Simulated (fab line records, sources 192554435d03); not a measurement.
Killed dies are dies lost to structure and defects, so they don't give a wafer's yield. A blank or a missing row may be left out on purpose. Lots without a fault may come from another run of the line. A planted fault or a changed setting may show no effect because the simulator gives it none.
Which tool did it? | flow n5_finfet | 19 lots, 57 wafers sampled, at 6 steps of a route of 1938

WHAT THE GAUGES READ, wafer by wafer
N5_SPACER0_INSPECT_04: inspects for defects (darkfield).
lot  | measured    | on                | raw_defect_count
L074 | day 3 00:01 | defect_inspect-01 | 106 136 113
L075 | day 3 07:24 | defect_inspect-01 | 70 90 138
L077 | day 3 17:26 | defect_inspect-01 | 91 182 99
L078 | day 3 22:40 | defect_inspect-02 | 145 159 176
L079 | day 4 05:10 | defect_inspect-01 | 174 173 159
L080 | day 4 13:11 | defect_inspect-01 | 116 127 170
L082 | day 5 01:54 | defect_inspect-02 | 234 160 226
L083 | day 5 08:26 | defect_inspect-01 | 90 115 115
L084 | day 5 12:31 | defect_inspect-02 | 123 217 196
L085 | day 5 21:10 | defect_inspect-01 | 126 181 207
L086 | day 6 02:24 | defect_inspect-01 | 135 162 151
L087 | day 6 07:42 | defect_inspect-01 | 126 147 149
L088 | day 6 11:31 | defect_inspect-02 | 129 133 96
L089 | day 6 18:56 | defect_inspect-01 | 124 101 156
L090 | day 7 00:10 | defect_inspect-02 | 134 178 151
L092 | day 7 12:10 | defect_inspect-02 | 113 146 188
L095 | day 8 11:08 | defect_inspect-02 | 175 93 200
L096 | day 8 17:11 | defect_inspect-01 | 98 154 89
L097 | day 8 23:05 | defect_inspect-01 | 110 151 117

WHICH TOOL RAN EACH LOT (tool, then ch and the chambers of the sampled wafers, then the start)
lot  | N5_FIN_CUT_CUT_ETCH_26            | N5_DUMMY_GATE_ETCH_29             | N5_DUMMY_GATE_ETCH_36             | N5_DUMMY_GATE_TRIM_49           | N5_DUMMY_GATE_STRIP_48
L074 | rie_diel-05 ch 1,3, day 2 02:53   | rie_diel-05 ch 0,1,2, day 2 22:15 | rie_diel-05 ch 0,1,2, day 2 22:17 | rie_si-03 ch 1,2,3, day 2 22:25 | rie_diel-05 ch 0,1,2, day 2 23:13
L075 | rie_diel-01 ch 0,2,3, day 2 09:34 | rie_diel-02 ch 1,2,3, day 3 04:59 | rie_diel-02 ch 1,2,3, day 3 05:02 | rie_si-03 ch 0,2,3, day 3 05:09 | rie_diel-02 ch 0,1,2, day 3 05:53
L077 | rie_diel-01 ch 0,1, day 2 20:52   | rie_diel-02 ch 0,1,2, day 3 15:44 | rie_diel-02 ch 0,1,2, day 3 15:46 | rie_si-03 ch 0,3, day 3 15:53   | rie_diel-02 ch 1,2, day 3 16:39
L078 | rie_diel-05 ch 1,2, day 3 02:54   | rie_diel-05 ch 0,1,2, day 3 20:47 | rie_diel-05 ch 0,1,2, day 3 20:49 | rie_si-01 ch 1,2,3, day 3 20:55 | rie_diel-01 ch 2,3, day 3 21:43
L079 | rie_diel-05 ch 0,2,3, day 3 08:58 | rie_diel-01 ch 2,3, day 4 03:28   | rie_diel-01 ch 2,3, day 4 03:31   | rie_si-03 ch 1,3, day 4 03:38   | rie_diel-02 ch 1,3, day 4 04:22
L080 | rie_diel-05 ch 0,2,3, day 3 14:41 | rie_diel-05 ch 1,2,3, day 4 11:16 | rie_diel-05 ch 1,2,3, day 4 11:19 | rie_si-03 ch 0,1,2, day 4 11:26 | rie_diel-02 ch 0,1,2, day 4 12:23
L082 | rie_diel-01 ch 0,1,3, day 4 03:16 | rie_diel-05 ch 0,1, day 4 23:12   | rie_diel-05 ch 0,1, day 4 23:14   | rie_si-04 ch 1,2,3, day 4 23:22 | rie_diel-05 ch 0,1, day 5 00:06
L083 | rie_diel-02 ch 1,2,3, day 4 10:40 | rie_diel-05 ch 0,1,2, day 5 06:44 | rie_diel-05 ch 0,1,2, day 5 06:47 | rie_si-01 ch 1,2, day 5 06:54   | rie_diel-02 ch 0,1,3, day 5 07:38
L084 | rie_diel-01 ch 0,1,2, day 4 15:43 | rie_diel-05 ch 0,2,3, day 5 10:34 | rie_diel-05 ch 0,2,3, day 5 10:36 | rie_si-03 ch 0,3, day 5 10:43   | rie_diel-05 ch 0,1,3, day 5 11:44
L085 | rie_diel-02 ch 0,1,2, day 4 23:02 | rie_diel-05 ch 0,2,3, day 5 19:28 | rie_diel-05 ch 0,2,3, day 5 19:30 | rie_si-03 ch 0,3, day 5 19:38   | rie_diel-05 ch 1,2,3, day 5 20:22
L086 | rie_diel-05 ch 0,1,2, day 5 06:25 | rie_diel-05 ch 0,1,2, day 6 00:37 | rie_diel-05 ch 0,1,2, day 6 00:40 | rie_si-03 ch 0,1,3, day 6 00:47 | rie_diel-05 ch 1,2,3, day 6 01:37
L087 | rie_diel-01 ch 1,3, day 5 11:35   | rie_diel-01 ch 0,2,3, day 6 06:01 | rie_diel-01 ch 0,2,3, day 6 06:03 | rie_si-01 ch 1,3, day 6 06:10   | rie_diel-02 ch 1,2,3, day 6 06:55
L088 | rie_diel-01 ch 0,3, day 5 15:40   | rie_diel-02 ch 0,3, day 6 09:46   | rie_diel-02 ch 0,3, day 6 09:49   | rie_si-03 ch 2,3, day 6 09:56   | rie_diel-05 ch 0,1, day 6 10:43
L089 | rie_diel-05 ch 0,1,2, day 5 20:52 | rie_diel-02 ch 1,3, day 6 17:02   | rie_diel-02 ch 1,3, day 6 17:04   | rie_si-04 ch 1,2,3, day 6 17:11 | rie_diel-05 ch 0,1,2, day 6 18:08
L090 | rie_diel-01 ch 0,2, day 6 03:29   | rie_diel-05 ch 0,1,3, day 6 22:24 | rie_diel-05 ch 0,1,3, day 6 22:26 | rie_si-01 ch 0,1,2, day 6 22:34 | rie_diel-02 ch 1,3, day 6 23:23
L092 | rie_diel-01 ch 0,1,2, day 6 16:25 | rie_diel-05 ch 1,2,3, day 7 10:23 | rie_diel-05 ch 1,2,3, day 7 10:25 | rie_si-04 ch 0,2,3, day 7 10:32 | rie_diel-01 ch 0,1,3, day 7 11:17
L095 | rie_diel-05 ch 0,2,3, day 7 09:47 | rie_diel-01 ch 0,1,2, day 8 09:26 | rie_diel-01 ch 0,1,2, day 8 09:28 | rie_si-03 ch 0,2,3, day 8 09:35 | rie_diel-01 ch 0,1,3, day 8 10:20
L096 | rie_diel-02 ch 0,1, day 7 15:27   | rie_diel-01 ch 0,2,3, day 8 13:20 | rie_diel-01 ch 0,2,3, day 8 13:22 | rie_si-01 ch 0,2,3, day 8 13:29 | rie_diel-01 ch 0,2,3, day 8 14:18
L097 | rie_diel-02 ch 1,2,3, day 7 20:48 | rie_diel-05 ch 1,2,3, day 8 21:22 | rie_diel-05 ch 1,2,3, day 8 21:24 | rie_si-03 ch 2,3, day 8 21:31   | rie_diel-01 ch 0,1, day 8 22:16
- N5_FIN_CUT_CUT_ETCH_26: etches SiNx in CH3F/O2, target depth 39 nm, time 55.7 s.
- N5_DUMMY_GATE_ETCH_29: etches underlayer in N2/H2, target depth 13 nm.
- N5_DUMMY_GATE_ETCH_36: etches SiARC in CF4, target depth 13 nm.
- N5_DUMMY_GATE_TRIM_49: chemistry O2, time 29 s, target cd 14 nm.
- N5_DUMMY_GATE_STRIP_48: strips in N2/H2, time 20 s.

WHAT THE TOOLS THEMSELVES READ (means of the sampled wafers that have a number; where no wafer has one, the mark that the record gives instead)
N5_FIN_CUT_CUT_ETCH_26.
lot  | tool        | chamber_pressure_mTorr (mTorr) | drypump_motor_current_A (A) | oes_product_au (a.u.) | rf_vpp_V (V) | showerhead_plenum_p_Torr (Torr) | throttle_valve_pct (%)
L074 | rie_diel-05 | 30.014                         | 6.0                         | 0.72                  | 299.0        | 2.07                            | 16.37
L075 | rie_diel-01 | 30.002                         | 5.9                         | 0.76                  | 301.3        | 2.02                            | 16.42
L077 | rie_diel-01 | 29.994                         | 6.0                         | 0.70                  | 297.2        | 2.01                            | 16.32
L078 | rie_diel-05 | 29.995                         | 5.6                         | 0.91                  | 301.3        | 2.04                            | 16.08
L079 | rie_diel-05 | 29.982                         | 5.9                         | 0.85                  | 298.1        | 2.06                            | 16.30
L080 | rie_diel-05 | 29.993                         | 5.9                         | 0.85                  | 299.4        | 2.05                            | 16.30
L082 | rie_diel-01 | 30.006                         | 6.0                         | 0.73                  | 297.6        | 1.99                            | 16.38
L083 | rie_diel-02 | 30.008                         | 6.1                         | 0.74                  | 297.7        | 2.02                            | 16.46
L084 | rie_diel-01 | 29.983                         | 5.9                         | 0.69                  | 300.0        | 2.04                            | 16.42
L085 | rie_diel-02 | 30.012                         | 6.0                         | 0.76                  | 297.0        | 2.03                            | 16.52
L086 | rie_diel-05 | 29.984                         | 5.8                         | 0.90                  | 297.7        | 2.04                            | 16.18
L087 | rie_diel-01 | 30.023                         | 5.9                         | 0.73                  | 295.9        | 1.96                            | 16.44
L088 | rie_diel-01 | 29.999                         | 6.1                         | 0.73                  | 300.3        | 2.02                            | 16.36
L089 | rie_diel-05 | 29.967                         | 5.8                         | 0.89                  | 298.1        | 2.04                            | 16.19
L090 | rie_diel-01 | 29.978                         | 6.0                         | 0.69                  | 301.3        | 2.06                            | 16.40
L092 | rie_diel-01 | 29.984                         | 5.9                         | 0.69                  | 299.9        | 2.03                            | 16.44
L095 | rie_diel-05 | 30.000                         | 5.9                         | 0.81                  | 299.2        | 2.05                            | 16.35
L096 | rie_diel-02 | 30.026                         | 6.1                         | 0.77                  | 295.9        | 2.00                            | 16.49
L097 | rie_diel-02 | 29.985                         | 6.1                         | 0.84                  | 297.9        | 2.01                            | 16.36

N5_DUMMY_GATE_ETCH_29.
lot  | tool        | chamber_pressure_mTorr (mTorr) | drypump_motor_current_A (A) | n2_flow_sccm (sccm) | oes_product_au (a.u.) | rf_vpp_V (V) | showerhead_plenum_p_Torr (Torr) | throttle_valve_pct (%)
L074 | rie_diel-05 | 30.008                         | 5.81                        | 199.9               | 0.95                  | 525.6        | 2.60                            | 17.67
L075 | rie_diel-02 | 30.013                         | 6.13                        | 199.5               | 0.76                  | 524.0        | 2.57                            | 17.97
L077 | rie_diel-02 | 29.998                         | 6.04                        | 200.2               | 0.78                  | 524.9        | 2.58                            | 18.03
L078 | rie_diel-05 | 30.031                         | 5.82                        | 200.1               | 0.92                  | 524.7        | 2.60                            | 17.67
L079 | rie_diel-01 | 29.988                         | 5.60                        | 199.6               | 0.75                  | 524.7        | 2.58                            | 18.15
L080 | rie_diel-05 | 29.988                         | 5.80                        | 200.1               | 0.84                  | 525.4        | 2.61                            | 17.68
L082 | rie_diel-05 | 30.007                         | 5.97                        | 200.3               | 0.93                  | 525.4        | 2.59                            | 17.58
L083 | rie_diel-05 | 29.988                         | 5.82                        | 200.3               | 0.90                  | 524.8        | 2.59                            | 17.70
L084 | rie_diel-05 | 29.988                         | 5.88                        | 200.3               | 0.83                  | 525.3        | 2.61                            | 17.87
L085 | rie_diel-05 | 29.985                         | 5.86                        | 200.1               | 0.83                  | 525.4        | 2.61                            | 17.88
L086 | rie_diel-05 | 30.012                         | 5.81                        | 200.1               | 0.90                  | 524.5        | 2.59                            | 17.70
L087 | rie_diel-01 | 30.004                         | 5.87                        | 199.8               | 0.73                  | 524.7        | 2.57                            | 18.02
L088 | rie_diel-02 | 29.977                         | 5.57                        | 200.6               | 0.79                  | 524.8        | 2.56                            | 17.72
L089 | rie_diel-02 | 29.994                         | 6.13                        | 199.9               | 0.76                  | 524.6        | 2.54                            | 18.03
L090 | rie_diel-05 | 30.004                         | 6.00                        | 200.3               | 0.84                  | 526.7        | 2.60                            | 17.78
L092 | rie_diel-05 | 30.003                         | 5.80                        | 200.2               | 0.81                  | 525.2        | 2.60                            | 17.71
L095 | rie_diel-01 | 30.002                         | 5.92                        | 199.9               | 0.68                  | 524.1        | 2.58                            | 17.95
L096 | rie_diel-01 | 30.001                         | 5.88                        | 200.3               | 0.72                  | 524.1        | 2.56                            | 18.05
L097 | rie_diel-05 | 29.997                         | 5.80                        | 200.6               | 0.80                  | 525.3        | 2.60                            | 17.74

N5_DUMMY_GATE_ETCH_36.
lot  | tool        | chamber_pressure_mTorr (mTorr) | drypump_motor_current_A (A) | oes_product_au (a.u.) | rf_vpp_V (V) | showerhead_plenum_p_Torr (Torr) | throttle_valve_pct (%)
L074 | rie_diel-05 | 40.01                          | 5.80                        | 0.95                  | 184.5        | 2.19                            | 15.38
L075 | rie_diel-02 | 40.00                          | 6.11                        | 0.76                  | 183.6        | 2.17                            | 15.72
L077 | rie_diel-02 | 40.02                          | 6.02                        | 0.78                  | 184.4        | 2.18                            | 15.76
L078 | rie_diel-05 | 40.03                          | 5.82                        | 0.93                  | 184.0        | 2.18                            | 15.39
L079 | rie_diel-01 | 40.02                          | 5.58                        | 0.75                  | 184.9        | 2.17                            | 15.85
L080 | rie_diel-05 | 40.03                          | 5.78                        | 0.84                  | 183.9        | 2.19                            | 15.39
L082 | rie_diel-05 | 39.99                          | 5.97                        | 0.94                  | 184.8        | 2.19                            | 15.33
L083 | rie_diel-05 | 39.97                          | 5.82                        | 0.90                  | 185.3        | 2.18                            | 15.41
L084 | rie_diel-05 | 40.01                          | 5.88                        | 0.83                  | 184.5        | 2.19                            | 15.55
L085 | rie_diel-05 | 40.01                          | 5.87                        | 0.83                  | 183.9        | 2.19                            | 15.55
L086 | rie_diel-05 | 40.04                          | 5.81                        | 0.90                  | 184.9        | 2.18                            | 15.42
L087 | rie_diel-01 | 39.97                          | 5.87                        | 0.73                  | 184.4        | 2.16                            | 15.77
L088 | rie_diel-02 | 40.01                          | 5.59                        | 0.78                  | 184.6        | 2.16                            | 15.44
L089 | rie_diel-02 | 40.01                          | 6.12                        | 0.76                  | 184.1        | 2.14                            | 15.69
L090 | rie_diel-05 | 39.98                          | 5.99                        | 0.84                  | 185.1        | 2.19                            | 15.49
L092 | rie_diel-05 | 40.00                          | 5.79                        | 0.82                  | 184.1        | 2.18                            | 15.43
L095 | rie_diel-01 | 40.00                          | 5.92                        | 0.68                  | 184.3        | 2.18                            | 15.75
L096 | rie_diel-01 | 40.00                          | 5.86                        | 0.71                  | 184.2        | 2.16                            | 15.79
L097 | rie_diel-05 | 39.98                          | 5.78                        | 0.80                  | 185.0        | 2.18                            | 15.45

N5_DUMMY_GATE_TRIM_49.
lot  | tool      | chamber_pressure_mTorr (mTorr) | drypump_motor_current_A (A) | oes_product_au (a.u.) | throttle_valve_pct (%)
L074 | rie_si-03 | 59.97                          | 5.7                         | 1.007                 | 8.13
L075 | rie_si-03 | 59.97                          | 5.7                         | 1.006                 | 8.18
L077 | rie_si-03 | 60.00                          | 5.9                         | 1.007                 | 8.14
L078 | rie_si-01 | 59.97                          | 5.5                         | 1.010                 | 8.33
L079 | rie_si-03 | 60.02                          | 5.8                         | 1.015                 | 8.04
L080 | rie_si-03 | 60.00                          | 5.4                         | 1.002                 | 8.09
L082 | rie_si-04 | 60.01                          | 5.8                         | 0.992                 | 8.14
L083 | rie_si-01 | 60.01                          | 6.0                         | 0.991                 | 8.34
L084 | rie_si-03 | 60.00                          | 5.9                         | 1.011                 | 8.14
L085 | rie_si-03 | 60.05                          | 6.1                         | 1.011                 | 8.18
L086 | rie_si-03 | 59.99                          | 5.8                         | 1.018                 | 8.09
L087 | rie_si-01 | 60.00                          | 5.8                         | 1.009                 | 8.28
L088 | rie_si-03 | 60.06                          | 5.6                         | 1.001                 | 8.21
L089 | rie_si-04 | 59.96                          | 5.8                         | 0.993                 | 8.14
L090 | rie_si-01 | 59.98                          | 5.9                         | 1.001                 | 8.31
L092 | rie_si-04 | 60.02                          | 5.7                         | 0.984                 | 8.12
L095 | rie_si-03 | 59.99                          | 5.7                         | 1.009                 | 8.19
L096 | rie_si-01 | 59.96                          | 5.4                         | 1.022                 | 8.28
L097 | rie_si-03 | 60.01                          | 5.6                         | 1.005                 | 8.22

N5_DUMMY_GATE_STRIP_48.
lot  | tool        | chamber_pressure_mTorr (mTorr) | drypump_motor_current_A (A) | n2_flow_sccm (sccm) | oes_product_au (a.u.) | rf_vpp_V (V) | showerhead_plenum_p_Torr (Torr) | throttle_valve_pct (%)
L074 | rie_diel-05 | 100.01                         | 5.8                         | 300.4               | 0.95                  | 45.3         | 3.45                            | 11.89
L075 | rie_diel-02 | 99.97                          | 6.1                         | 300.5               | 0.78                  | 46.2         | 3.43                            | 12.33
L077 | rie_diel-02 | 100.00                         | 6.4                         | 300.3               | 0.75                  | 46.1         | 3.41                            | 12.48
L078 | rie_diel-01 | 99.91                          | 5.6                         | 299.2               | 0.74                  | 45.7         | 3.43                            | 12.44
L079 | rie_diel-02 | 100.02                         | 6.1                         | 300.5               | 0.77                  | 45.9         | 3.39                            | 12.29
L080 | rie_diel-02 | 99.98                          | 6.1                         | 299.9               | 0.77                  | 44.5         | 3.43                            | 12.35
L082 | rie_diel-05 | 100.08                         | 6.0                         | 299.8               | 0.93                  | 46.5         | 3.44                            | 11.83
L083 | rie_diel-02 | 100.04                         | 5.8                         | 300.9               | 0.78                  | 45.7         | 3.40                            | 12.17
L084 | rie_diel-05 | 99.97                          | 6.0                         | 300.1               | 0.85                  | 45.1         | 3.46                            | 12.04
L085 | rie_diel-05 | 100.02                         | 5.8                         | 299.5               | 0.83                  | 45.8         | 3.46                            | 11.99
L086 | rie_diel-05 | 99.98                          | 5.8                         | 300.4               | 0.83                  | 45.2         | 3.45                            | 12.00
L087 | rie_diel-02 | 100.07                         | 6.1                         | 300.7               | 0.73                  | 44.5         | 3.41                            | 12.37
L088 | rie_diel-05 | 100.04                         | 6.0                         | 299.8               | 0.90                  | 45.3         | 3.44                            | 11.99
L089 | rie_diel-05 | 100.02                         | 5.8                         | 300.8               | 0.87                  | 45.9         | 3.43                            | 11.95
L090 | rie_diel-02 | 100.03                         | 6.2                         | 299.6               | 0.75                  | 45.0         | 3.38                            | 12.34
L092 | rie_diel-01 | 99.95                          | 6.0                         | 300.0               | 0.71                  | 45.4         | 3.36                            | 12.31
L095 | rie_diel-01 | 100.00                         | 6.0                         | 300.0               | 0.71                  | 45.5         | 3.35                            | 12.32
L096 | rie_diel-01 | 100.03                         | 5.9                         | 300.4               | 0.71                  | 45.8         | 3.40                            | 12.42
L097 | rie_diel-01 | 100.01                         | 6.2                         | 299.5               | 0.67                  | 45.6         | 3.41                            | 12.27

THE ANSWER, worked out from the rows above alone
Rule: what is usual is taken from the lots themselves. Put in order of their means at a reading, lots are off if they are a third of the lots or fewer, leave a main group of 4 or more, and stand apart from it by a gap of 3 or more times the standard deviation of the main group's means; of several such gaps the widest counts. A main group whose means are all the same, to the digits that the tables above print for the reading, isn't used. A lot without any number at a reading at which 4 lots or more have one is off too. The other lots that the step has rows for count as sound. The gauges are gone through in route order, then the tools' own readings, and for those a lot's mean is taken as printed above. The first step at which some lot is off is used, and at that step the reading that is off furthest; a lot without a number counts as furthest.
No lot is off at any reading shown: from this, nothing can be told.

WHAT THE SIMULATOR HAD PUT IN
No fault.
